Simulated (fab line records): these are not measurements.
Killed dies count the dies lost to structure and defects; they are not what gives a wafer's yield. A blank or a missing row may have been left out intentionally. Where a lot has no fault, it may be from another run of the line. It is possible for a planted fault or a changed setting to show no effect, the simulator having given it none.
8D (eight disciplines) problem report, filled in by code    flow n5Finfet    the parts of the form that need people (team, actions taken, sign-off) are left out

## 1. THE ISSUE
rawDefectCount at N5_FIN_SAQP_INSPECT_40 reads a mean of 918 on 6 wafers of 2 lots; wafers without a fault read 248 with a standard deviation of 78. Relative to the usual mean, that is a shift of +8.6 standard deviations.
The step: inspects for defects (brightfield).
First seen on wafer L533.2, day 4 16:48, on defectInspect-01. Wafers with a number at this step in the record: 24, from 8 lots. By rule, "out" or "out of limits" means more than 4 standard deviations away from the usual mean. All remaining wafers that have a number are taken as sound.

## 2. WHAT IT IS, AND WHAT IT ISN'T
question                     is                      is not
which readings at this step  rawDefectCount          -
which lots                   L533, L535              L523, L530, L532, L544, L545, L546
which wafers of those lots   all that have a number  -
read on which gauges         defectInspect-01        defectInspect-02
when                         from day 4 16:48        up to then (9 sound wafers); but 9 sound wafers of L544, L545, L546 came after

## 3. THE SUSPECTS, EACH WITH WHAT RULES IT OUT
Counting: any tool at a process step up to the reading is kept as a suspect provided that every lot that is out went through it and no sound lot did after the first of them.
- the gauge at N5_FIN_SAQP_INSPECT_40: kept. All the wafers that are out were read on defectInspect-01, and no step on other tools shows them out.
- rieSi-03 at N5_FIN_SAQP_MANDREL_ETCH_22 (etches a-Si in HBr/Cl2, stops on SiNx, target depth 60 nm, bt time 10 s, time 30 s): ruled out as a lasting fault. Following L533 (day 4 12:17), the first lot on it that is out, the sound lots L546 were run on it.
- aldSin-02 at N5_FIN_SAQP_SPACER2_ALD_28 (deposits SiO2, target thk 8.1 nm, pulse time 1 s, purge time 2 s): kept. It ran every lot that is out, first L533 (day 4 15:22), and no sound lot after that; its last sound lot up to then is L532 (day 4 10:53).
Left after counting: aldSin-02 at N5_FIN_SAQP_SPACER2_ALD_28, defectInspect-01 at N5_FIN_SAQP_INSPECT_40.

## 4. THE CAUSE (what the simulator had put in)
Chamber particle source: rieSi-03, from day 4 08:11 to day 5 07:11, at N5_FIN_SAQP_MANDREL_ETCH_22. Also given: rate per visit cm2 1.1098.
It was ruled out by counting, in error; the rule expects a fault to strike all lots run on its tool from its start on, and this fault did not.

## 5. THE CHAIN OF EFFECTS, in route order
One row per reading whose mean, taken over the struck wafers that have a number, lies over 3 standard deviations from the usual. Scope: only readings with a usual standard deviation given in the record; hours: median across lots of the time from each lot's start at the first step in this table that gives one to its start at this step; sigmas: change in usual standard deviations.
hours  step                     reading              usual   on struck wafers  change  sigmas
0      N5_FIN_SAQP_INSPECT_40   rawDefectCount       248     918               +670    +8.6
0      N5_FIN_CUT_INSPECT_10    rawDefectCount       45      753               +708    +54
1      N5_FIN_CUT_INSPECT_17    rawDefectCount       252     930               +678    +8.6
259    N5_PASSIVATION_PROBE_49  defectLimitedYield   91.3 %  83.1              -8.2    -5.5
259    N5_PASSIVATION_PROBE_49  killedAtFrontEnd     39      133               +94     +7.2
259    N5_PASSIVATION_PROBE_49  killedDies           103     200               +96     +5.4
259    N5_PASSIVATION_PROBE_49  sort_bin_5_function  5.1 %   10.2              +5.1    +5.1
259    N5_PASSIVATION_PROBE_49  sortNPass            1077    980               -97     -5.4
259    N5_PASSIVATION_PROBE_49  sortYieldPct         91.2 %  83.1              -8.1    -5.4
It contains these process steps:
- N5_PASSIVATION_PROBE_49
Later measuring or inspecting steps at which every struck wafer that the step has a row for has a number for every such reading, and none has moved that far: N5_BEOL_M4_RC_MEAS_101.

## 6. WHAT WOULD HAVE CAUGHT IT SOONER
The first out-of-limits reading at a measuring or inspecting step in this record came at day 4 16:48, 9 hours after the fault's start at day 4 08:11.
Tool readings at N5_FIN_SAQP_MANDREL_ETCH_22 with a usual standard deviation given in the record: none out on any struck wafer, hence no alarm at a limit of 4 standard deviations on them.
